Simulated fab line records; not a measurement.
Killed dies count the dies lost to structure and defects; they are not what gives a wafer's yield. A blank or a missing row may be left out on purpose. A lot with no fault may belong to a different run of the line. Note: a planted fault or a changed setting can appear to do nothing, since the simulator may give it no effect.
One fault seen from 2 desks -- flow n5 finfet -- what lay behind the numbers comes last; until then each desk has only its own

== THE TOOL OWNER'S DESK: rie diel-01 ==
The tool's own readings at N5_BEOL_M0_ETCH_128 (etches SiCN in CF4/N2, target depth 12 nm, overetch 5.1 nm, time 21.4 s): means of the sampled wafers that have a number, for each lot that ran on this tool. Marked OUT: a lot whose mean sits more than 4 standard deviations from the usual mean, which makes it out of limits; the brackets give that distance.
Columns: A = drypump motor current A at N5_BEOL_M0_ETCH_128, usual 5.8 A; B = oes product au at N5_BEOL_M0_ETCH_128, usual 0.57 a.u.; C = rf fwd power W at N5_BEOL_M0_ETCH_128, usual 425.4 W; D = rf vpp V at N5_BEOL_M0_ETCH_128, usual 382.8 V; E = showerhead plenum p Torr at N5_BEOL_M0_ETCH_128, usual 2.23 Torr; F = throttle valve pct at N5_BEOL_M0_ETCH_128, usual 15.38 %
lot,first seen here,A,B,C,D,E,F
L590,day 6 05:20,6.3,0.64,425.7,384.2,2.30,15.44
L595,day 7 16:48,5.8,0.63,425.5,382.4,2.23,15.28
L597,day 8 03:47,5.7,0.63,511.8 (+48) OUT,363.5 (-7.7) OUT,2.23,15.32
L611,day 11 19:19,5.8,0.59,425.1,382.1,2.22,15.37
This desk finds L597 out of limits, L597 being first, at day 8 03:47 (rf fwd power W at N5_BEOL_M0_ETCH_128). L590, L595, L611: within limits.

== AT THE METROLOGY DESK ==
What the gauges read, lot by lot, whatever tool the lot ran on: means of the sampled wafers that have a number. Marked OUT: a lot whose mean sits more than 4 standard deviations from the usual mean, which makes it out of limits; the brackets give that distance. 7 of its 10 readings are shown, namely those furthest out on some lot.
Columns: A = DIBL_P at N5_BEOL_M4_RC_MEAS_101, usual 35.8 mV/V; B = IOFF_N at N5_BEOL_M4_RC_MEAS_101, usual 0.157 nA/um; C = IOFF_P at N5_BEOL_M4_RC_MEAS_101, usual 0.21 nA/um; D = ION_N at N5_BEOL_M4_RC_MEAS_101, usual 677 uA/um; E = ION_P at N5_BEOL_M4_RC_MEAS_101, usual 465 uA/um; F = VT_N at N5_BEOL_M4_RC_MEAS_101, usual 249 mV; G = VT_P at N5_BEOL_M4_RC_MEAS_101, usual -250 mV
lot,first seen here,A,B,C,D,E,F,G
L590,day 9 19:17,35.5,0.178,0.22,684,464,248,-249
L592,day 10 13:10,35.0,0.166,0.23,680,467,246,-247
L595,day 11 03:11,35.3,0.139,0.22,671,465,252,-249
L597,day 11 17:14,32.4,0.112,0.14,657,451,256,-258
L604,day 13 04:33,34.7,0.125,0.20,664,462,253,-250
L608,day 14 03:45,36.0,0.172,0.23,685,467,249,-248
L609,day 14 09:38,36.7,0.148,0.20,675,466,250,-253
L610,day 14 13:03,38.1,0.194,0.24,692,473,245,-248
L611,day 15 06:53,37.9,0.178,0.24,691,473,248,-249
This desk's finding: nothing out of limits on any of the 9 lots.

== BROUGHT TOGETHER ==
At day 8 03:47, on L597, the tool owner's desk was in a position to raise an alarm.
At the metrology desk, nothing out of limits was observed.
The metrology desk has L597 on record, within its limits.
The lots listed all ran N5_BEOL_M0_ETCH_128 on rie diel-01.

== WHAT THE SIMULATOR HAD INSERTED ==
rie diel-01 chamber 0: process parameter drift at N5_BEOL_M0_ETCH_128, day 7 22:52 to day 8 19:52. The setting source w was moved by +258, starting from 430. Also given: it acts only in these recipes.
Shown lots that were struck: L597.
Delay in hours, fault start to first out-of-limits reading, by desk: the tool owner's desk at 5.
